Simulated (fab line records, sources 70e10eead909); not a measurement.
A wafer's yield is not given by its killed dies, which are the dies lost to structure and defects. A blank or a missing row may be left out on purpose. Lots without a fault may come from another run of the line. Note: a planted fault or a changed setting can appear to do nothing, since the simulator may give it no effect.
Which tool was responsible? || flow nand_harc || 12 lots, 35 wafers sampled, at 5 steps of a route of 1159

== WHAT THE GAUGES SHOWED, per wafer ==
NHARC_END_SORT_01.
{"lot": "L194", "measured": "day 21 06:08", "on": "prober-01", "killed_at_array": "41 671 673", "killed_at_other": "0 0 0", "killed_at_periphery": "3 6 4", "killed_dies": "44 677 677", "killed_open": "4 4 1", "killed_short": "0 3 5"}
{"lot": "L201", "measured": "day 23 08:53", "on": "prober-01", "killed_at_array": "39 672", "killed_at_other": "4 2", "killed_at_periphery": "5 3", "killed_dies": "48 677", "killed_open": "2 3", "killed_short": "1 3"}

== TOOL THAT RAN EACH LOT (tool first, then ch and the chambers of the sampled wafers, then the start) ==
{"lot": "L189", "NHARC_A_SLIT_ETCH_17": "har_etch-01 ch 0,1, day 14 18:14", "NHARC_A_WL_FILL_ETCHBACK_04": "rie_metal-01 ch 0,1, day 15 11:42", "NHARC_A_WL_FILL_ETCHBACK_17": "rie_metal-01 ch 0,1, day 15 22:38", "NHARC_A_WL_FILL_ETCHBACK_26": "rie_si-01 ch 1,2, day 16 03:24"}
{"lot": "L190", "NHARC_A_SLIT_ETCH_17": "har_etch-02 ch 0,1, day 14 19:46", "NHARC_A_WL_FILL_ETCHBACK_04": "rie_metal-02 ch 0,1, day 15 15:28", "NHARC_A_WL_FILL_ETCHBACK_17": "rie_metal-03 ch 0,1, day 16 02:21", "NHARC_A_WL_FILL_ETCHBACK_26": "rie_si-03 ch 0,1,2, day 16 07:12"}
{"lot": "L186", "NHARC_A_SLIT_ETCH_17": "har_etch-01 ch 0, day 14 20:19", "NHARC_A_WL_FILL_ETCHBACK_04": "rie_metal-03 ch 0,1, day 15 17:23", "NHARC_A_WL_FILL_ETCHBACK_17": "rie_metal-01 ch 1, day 16 01:59", "NHARC_A_WL_FILL_ETCHBACK_26": "rie_si-02 ch 2,3, day 16 07:11"}
{"lot": "L191", "NHARC_A_SLIT_ETCH_17": "har_etch-01 ch 0, day 15 09:01", "NHARC_A_WL_FILL_ETCHBACK_04": "rie_metal-03 ch 1, day 15 23:41", "NHARC_A_WL_FILL_ETCHBACK_17": "rie_metal-01 ch 0, day 16 10:27", "NHARC_A_WL_FILL_ETCHBACK_26": "rie_si-01 ch 1,2,3, day 16 15:52"}
{"lot": "L192", "NHARC_A_SLIT_ETCH_17": "har_etch-02 ch 0,1, day 15 17:55", "NHARC_A_WL_FILL_ETCHBACK_04": "rie_metal-03 ch 0,1, day 16 11:54", "NHARC_A_WL_FILL_ETCHBACK_17": "rie_metal-03 ch 0,1, day 16 22:37", "NHARC_A_WL_FILL_ETCHBACK_26": "rie_si-01 ch 0,2,3, day 17 03:58"}
{"lot": "L194", "NHARC_A_SLIT_ETCH_17": "har_etch-02 ch 0,1, day 16 16:40", "NHARC_A_WL_FILL_ETCHBACK_04": "rie_metal-03 ch 0, day 17 08:25", "NHARC_A_WL_FILL_ETCHBACK_17": "rie_metal-02 ch 0,1, day 17 17:23", "NHARC_A_WL_FILL_ETCHBACK_26": "rie_si-02 ch 0,1,3, day 17 22:47"}
{"lot": "L201", "NHARC_A_SLIT_ETCH_17": "har_etch-02 ch 0,1, day 18 13:17", "NHARC_A_WL_FILL_ETCHBACK_04": "rie_metal-03 ch 0,1, day 19 02:37", "NHARC_A_WL_FILL_ETCHBACK_17": "rie_metal-02 ch 1, day 19 13:04", "NHARC_A_WL_FILL_ETCHBACK_26": "rie_si-03 ch 0,3, day 19 18:10"}
{"lot": "L204", "NHARC_A_SLIT_ETCH_17": "har_etch-02 ch 1, day 18 23:25", "NHARC_A_WL_FILL_ETCHBACK_04": "rie_metal-01 ch 0,1, day 19 15:26", "NHARC_A_WL_FILL_ETCHBACK_17": "rie_metal-02 ch 0, day 20 03:51", "NHARC_A_WL_FILL_ETCHBACK_26": "rie_si-01 ch 0,2, day 20 08:59"}
{"lot": "L205", "NHARC_A_SLIT_ETCH_17": "har_etch-01 ch 1, day 19 11:54", "NHARC_A_WL_FILL_ETCHBACK_04": "rie_metal-02 ch 0, day 20 08:41", "NHARC_A_WL_FILL_ETCHBACK_17": "rie_metal-03 ch 0,1, day 20 19:53", "NHARC_A_WL_FILL_ETCHBACK_26": "rie_si-02 ch 0,1,3, day 21 01:19"}
{"lot": "L208", "NHARC_A_SLIT_ETCH_17": "har_etch-02 ch 0,1, day 19 12:16", "NHARC_A_WL_FILL_ETCHBACK_04": "rie_metal-01 ch 0,1, day 20 03:01", "NHARC_A_WL_FILL_ETCHBACK_17": "rie_metal-03 ch 0,1, day 20 13:25", "NHARC_A_WL_FILL_ETCHBACK_26": "rie_si-03 ch 0,1,3, day 20 18:26"}
{"lot": "L206", "NHARC_A_SLIT_ETCH_17": "har_etch-02 ch 0,1, day 19 14:25", "NHARC_A_WL_FILL_ETCHBACK_04": "rie_metal-01 ch 0,1, day 20 05:52", "NHARC_A_WL_FILL_ETCHBACK_17": "rie_metal-03 ch 0,1, day 20 16:49", "NHARC_A_WL_FILL_ETCHBACK_26": "rie_si-01 ch 2,3, day 20 22:11"}
{"lot": "L209", "NHARC_A_SLIT_ETCH_17": "har_etch-02 ch 0,1, day 20 02:35", "NHARC_A_WL_FILL_ETCHBACK_04": "rie_metal-02 ch 0,1, day 20 17:05", "NHARC_A_WL_FILL_ETCHBACK_17": "rie_metal-02 ch 0,1, day 21 06:08", "NHARC_A_WL_FILL_ETCHBACK_26": "rie_si-03 ch 1,2,3, day 21 11:34"}
- NHARC_A_SLIT_ETCH_17: etches the open film in C4F8/O2/Ar, time 1687.5 s, target depth 10100 nm.
- NHARC_A_WL_FILL_ETCHBACK_04: etches the open film in NF3, target depth 60 nm, time 120 s.
- NHARC_A_WL_FILL_ETCHBACK_17: etches the open film in Cl2/BCl3, target depth 4 nm, time 26.7 s.
- NHARC_A_WL_FILL_ETCHBACK_26: etches the open film in HBr, target depth 52 nm, time 13.3 s.

== WHAT THE TOOLS THEMSELVES READ (means of the sampled wafers that have a number; where no wafer has one, the mark that the record gives instead) ==
NHARC_A_SLIT_ETCH_17.
{"lot": "L189", "tool": "har_etch-01", "drypump_motor_current_A (A)": 6.4, "showerhead_plenum_p_Torr (Torr)": 3.64, "throttle_valve_pct (%)": 32.041}
{"lot": "L190", "tool": "har_etch-02", "drypump_motor_current_A (A)": 5.5, "showerhead_plenum_p_Torr (Torr)": 3.71, "throttle_valve_pct (%)": 32.043}
{"lot": "L186", "tool": "har_etch-01", "drypump_motor_current_A (A)": 6.4, "showerhead_plenum_p_Torr (Torr)": 3.56, "throttle_valve_pct (%)": 32.040}
{"lot": "L191", "tool": "har_etch-01", "drypump_motor_current_A (A)": 6.4, "showerhead_plenum_p_Torr (Torr)": 3.56, "throttle_valve_pct (%)": 32.056}
{"lot": "L192", "tool": "har_etch-02", "drypump_motor_current_A (A)": 6.1, "showerhead_plenum_p_Torr (Torr)": 3.72, "throttle_valve_pct (%)": 32.050}
{"lot": "L194", "tool": "har_etch-02", "drypump_motor_current_A (A)": 6.2, "showerhead_plenum_p_Torr (Torr)": 3.72, "throttle_valve_pct (%)": 32.042}
{"lot": "L201", "tool": "har_etch-02", "drypump_motor_current_A (A)": 5.8, "showerhead_plenum_p_Torr (Torr)": 3.69, "throttle_valve_pct (%)": 32.047}
{"lot": "L204", "tool": "har_etch-02", "drypump_motor_current_A (A)": 6.8, "showerhead_plenum_p_Torr (Torr)": 3.72, "throttle_valve_pct (%)": 32.043}
{"lot": "L205", "tool": "har_etch-01", "drypump_motor_current_A (A)": 6.3, "showerhead_plenum_p_Torr (Torr)": 3.77, "throttle_valve_pct (%)": 32.039}
{"lot": "L208", "tool": "har_etch-02", "drypump_motor_current_A (A)": 5.5, "showerhead_plenum_p_Torr (Torr)": 3.68, "throttle_valve_pct (%)": 32.039}
{"lot": "L206", "tool": "har_etch-02", "drypump_motor_current_A (A)": 5.5, "showerhead_plenum_p_Torr (Torr)": 3.68, "throttle_valve_pct (%)": 32.041}
{"lot": "L209", "tool": "har_etch-02", "drypump_motor_current_A (A)": 6.1, "showerhead_plenum_p_Torr (Torr)": 3.69, "throttle_valve_pct (%)": 32.043}

NHARC_A_WL_FILL_ETCHBACK_04.
{"lot": "L189", "tool": "rie_metal-01", "drypump_motor_current_A (A)": 5.7, "oes_product_au (a.u.)": 0.996, "run_length_s (s)": 141.5}
{"lot": "L190", "tool": "rie_metal-02", "drypump_motor_current_A (A)": 5.7, "oes_product_au (a.u.)": 0.997, "run_length_s (s)": 141.2}
{"lot": "L186", "tool": "rie_metal-03", "drypump_motor_current_A (A)": 6.5, "oes_product_au (a.u.)": 1.002, "run_length_s (s)": 141.1}
{"lot": "L191", "tool": "rie_metal-03", "drypump_motor_current_A (A)": 6.7, "oes_product_au (a.u.)": 0.995, "run_length_s (s)": 141.2}
{"lot": "L192", "tool": "rie_metal-03", "drypump_motor_current_A (A)": 6.3, "oes_product_au (a.u.)": 1.002, "run_length_s (s)": 140.6}
{"lot": "L194", "tool": "rie_metal-03", "drypump_motor_current_A (A)": 6.1, "oes_product_au (a.u.)": 0.997, "run_length_s (s)": 107.1}
{"lot": "L201", "tool": "rie_metal-03", "drypump_motor_current_A (A)": 6.4, "oes_product_au (a.u.)": 1.004, "run_length_s (s)": 115.7}
{"lot": "L204", "tool": "rie_metal-01", "drypump_motor_current_A (A)": 5.8, "oes_product_au (a.u.)": 1.002, "run_length_s (s)": 141.5}
{"lot": "L205", "tool": "rie_metal-02", "drypump_motor_current_A (A)": 5.6, "oes_product_au (a.u.)": 1.004, "run_length_s (s)": 141.3}
{"lot": "L208", "tool": "rie_metal-01", "drypump_motor_current_A (A)": 5.8, "oes_product_au (a.u.)": 1.000, "run_length_s (s)": 141.4}
{"lot": "L206", "tool": "rie_metal-01", "drypump_motor_current_A (A)": 6.3, "oes_product_au (a.u.)": 0.999, "run_length_s (s)": 141.3}
{"lot": "L209", "tool": "rie_metal-02", "drypump_motor_current_A (A)": 5.7, "oes_product_au (a.u.)": 0.998, "run_length_s (s)": 140.9}

NHARC_A_WL_FILL_ETCHBACK_17.
{"lot": "L189", "tool": "rie_metal-01", "drypump_motor_current_A (A)": 5.8, "oes_product_au (a.u.)": 0.993, "run_length_s (s)": 48.1}
{"lot": "L190", "tool": "rie_metal-03", "drypump_motor_current_A (A)": 6.5, "oes_product_au (a.u.)": 1.004, "run_length_s (s)": 47.7}
{"lot": "L186", "tool": "rie_metal-01", "drypump_motor_current_A (A)": 6.8, "oes_product_au (a.u.)": 1.004, "run_length_s (s)": 48.0}
{"lot": "L191", "tool": "rie_metal-01", "drypump_motor_current_A (A)": 5.3, "oes_product_au (a.u.)": 0.992, "run_length_s (s)": 48.4}
{"lot": "L192", "tool": "rie_metal-03", "drypump_motor_current_A (A)": 6.3, "oes_product_au (a.u.)": 1.006, "run_length_s (s)": 47.3}
{"lot": "L194", "tool": "rie_metal-02", "drypump_motor_current_A (A)": 5.7, "oes_product_au (a.u.)": 0.989, "run_length_s (s)": 47.4}
{"lot": "L201", "tool": "rie_metal-02", "drypump_motor_current_A (A)": 5.8, "oes_product_au (a.u.)": 0.996, "run_length_s (s)": 47.2}
{"lot": "L204", "tool": "rie_metal-02", "drypump_motor_current_A (A)": 5.6, "oes_product_au (a.u.)": 1.002, "run_length_s (s)": 47.9}
{"lot": "L205", "tool": "rie_metal-03", "drypump_motor_current_A (A)": 6.3, "oes_product_au (a.u.)": 1.007, "run_length_s (s)": 47.6}
{"lot": "L208", "tool": "rie_metal-03", "drypump_motor_current_A (A)": 6.5, "oes_product_au (a.u.)": 1.002, "run_length_s (s)": 47.5}
{"lot": "L206", "tool": "rie_metal-03", "drypump_motor_current_A (A)": 6.6, "oes_product_au (a.u.)": 1.006, "run_length_s (s)": 47.6}
{"lot": "L209", "tool": "rie_metal-02", "drypump_motor_current_A (A)": 5.7, "oes_product_au (a.u.)": 0.995, "run_length_s (s)": 47.7}

NHARC_A_WL_FILL_ETCHBACK_26.
{"lot": "L189", "tool": "rie_si-01", "drypump_motor_current_A (A)": 5.6, "oes_product_au (a.u.)": 0.993, "rf_fwd_power_W (W)": 341.6, "run_length_s (s)": 35.0, "throttle_valve_pct (%)": 23.269}
{"lot": "L190", "tool": "rie_si-03", "drypump_motor_current_A (A)": 5.7, "oes_product_au (a.u.)": 0.999, "rf_fwd_power_W (W)": 341.7, "run_length_s (s)": 34.6, "throttle_valve_pct (%)": 23.256}
{"lot": "L186", "tool": "rie_si-02", "drypump_motor_current_A (A)": 5.5, "oes_product_au (a.u.)": 0.995, "rf_fwd_power_W (W)": 342.4, "run_length_s (s)": 34.1, "throttle_valve_pct (%)": 23.259}
{"lot": "L191", "tool": "rie_si-01", "drypump_motor_current_A (A)": 5.6, "oes_product_au (a.u.)": 0.997, "rf_fwd_power_W (W)": 342.4, "run_length_s (s)": 34.8, "throttle_valve_pct (%)": 23.262}
{"lot": "L192", "tool": "rie_si-01", "drypump_motor_current_A (A)": 5.8, "oes_product_au (a.u.)": 1.002, "rf_fwd_power_W (W)": 342.5, "run_length_s (s)": 34.6, "throttle_valve_pct (%)": 23.266}
{"lot": "L194", "tool": "rie_si-02", "drypump_motor_current_A (A)": 5.4, "oes_product_au (a.u.)": 1.005, "rf_fwd_power_W (W)": 342.3, "run_length_s (s)": 34.3, "throttle_valve_pct (%)": 23.279}
{"lot": "L201", "tool": "rie_si-03", "drypump_motor_current_A (A)": 5.5, "oes_product_au (a.u.)": 0.996, "rf_fwd_power_W (W)": 342.2, "run_length_s (s)": 34.5, "throttle_valve_pct (%)": 23.265}
{"lot": "L204", "tool": "rie_si-01", "drypump_motor_current_A (A)": 5.8, "oes_product_au (a.u.)": 0.998, "rf_fwd_power_W (W)": 342.9, "run_length_s (s)": 34.4, "throttle_valve_pct (%)": 23.267}
{"lot": "L205", "tool": "rie_si-02", "drypump_motor_current_A (A)": 5.4, "oes_product_au (a.u.)": 0.995, "rf_fwd_power_W (W)": 342.4, "run_length_s (s)": 34.2, "throttle_valve_pct (%)": 23.265}
{"lot": "L208", "tool": "rie_si-03", "drypump_motor_current_A (A)": 5.6, "oes_product_au (a.u.)": 1.002, "rf_fwd_power_W (W)": 341.9, "run_length_s (s)": 34.7, "throttle_valve_pct (%)": 23.273}
{"lot": "L206", "tool": "rie_si-01", "drypump_motor_current_A (A)": 5.7, "oes_product_au (a.u.)": 1.003, "rf_fwd_power_W (W)": 343.1, "run_length_s (s)": 34.7, "throttle_valve_pct (%)": 23.259}
{"lot": "L209", "tool": "rie_si-03", "drypump_motor_current_A (A)": 5.9, "oes_product_au (a.u.)": 0.997, "rf_fwd_power_W (W)": 341.5, "run_length_s (s)": 34.7, "throttle_valve_pct (%)": 23.260}

== THE ANSWER, worked out from the rows above alone ==
Rule: what is usual is taken from the lots themselves. The widest of any qualifying gaps counts: lots, ordered by their means at a reading, are off when they make up no more than a third of the lots, leave a main group of 4 or more, and stand apart from it by 3 or more times the standard deviation of that group's means. A main group is skipped when, at the precision printed for the reading in the tables above, its means are all equal. A lot without any number at a reading at which 4 lots or more have one is off too. Where the step has rows for the other lots, those lots are counted as sound. First the gauges in route order, then the tools' own readings, where a lot's mean is used as printed above. At the first step where some lot is off, the reading lying furthest off is the one used; lots without a number count as furthest.
Off: L194, L201 (NHARC_A_WL_FILL_ETCHBACK_04, run_length_s). For the main group the mean is 141.2 s and the standard deviation 0.26.
A tool fits if, at that step or a process step before it, it ran every lot that is off, and no sound lot after the first of them. One fits: rie_metal-03 at NHARC_A_WL_FILL_ETCHBACK_04. A fault onset in the window from L192 (day 16 11:54, its last sound lot) to L194 (day 17 08:25, its first lot off) fits.
The tool's own readings at NHARC_A_WL_FILL_ETCHBACK_04 bear it out: on the lots that are off they differ by more than 5 times the standard deviation of the sound lots' means. run_length_s reads 111.4 s there against 141.2 s on the sound lots.

== WHAT HAD BEEN PUT IN BY THE SIMULATOR ==
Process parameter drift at NHARC_A_WL_FILL_ETCHBACK_04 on rie_metal-03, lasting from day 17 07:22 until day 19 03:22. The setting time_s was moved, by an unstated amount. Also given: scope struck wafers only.
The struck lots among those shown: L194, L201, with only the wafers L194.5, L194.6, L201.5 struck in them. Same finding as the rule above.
